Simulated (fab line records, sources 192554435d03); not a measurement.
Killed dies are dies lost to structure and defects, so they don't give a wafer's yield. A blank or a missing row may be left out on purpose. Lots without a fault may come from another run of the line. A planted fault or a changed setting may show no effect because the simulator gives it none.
Chamber matching | flow n5_finfet | N5_BEOL_M0_SAQP_STRIP_86 on rie_diel-01: 4 sister chambers
The step strips in N2/H2. 4 wafers are shown with their chamber, then 7 later ones without.

WAFERS WITH THEIR CHAMBER
wafer  | chamber | drypump_motor_current_A (A)
L081.1 | 0       | 5.08
L085.2 | 2       | 5.69
L092.1 | 1       | 5.58
L092.3 | 3       | 5.68

WAFERS WITHOUT THEIR CHAMBER
wafer  | drypump_motor_current_A (A)
L092.5 | 5.59
L094.1 | 5.59
L094.2 | 5.08
L094.4 | 5.70
L097.2 | 5.08
L097.4 | 5.68
L097.6 | 5.10

WHICH CHAMBER EACH WENT THROUGH
wafer  | from the rows above     | in truth
L092.5 | 1                       | 1
L094.1 | 1                       | 1
L094.2 | 0                       | 0
L094.4 | can't be placed: 2 or 3 | 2
L097.2 | 0                       | 0
L097.4 | can't be placed: 3 or 2 | 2
L097.6 | 0                       | 0
Placed correctly: 5 of 7. Can't be placed from these rows: 2 (the true chamber is among the candidates in 2). Placed wrongly: 0.
How it was worked out, from the rows above alone: a wafer's distance from a chamber is the root of the sum, over the readings, of the square of ((its reading less the chamber's mean) divided by the reading's scatter). The wafer belongs to the nearest chamber; if the next one is less than 2 further off, it can't be placed. A chamber's mean is the mean of its shown wafers. The scatter: with one shown wafer a chamber, the root of the mean of the squares of how far each hidden wafer lies from its nearest shown one.
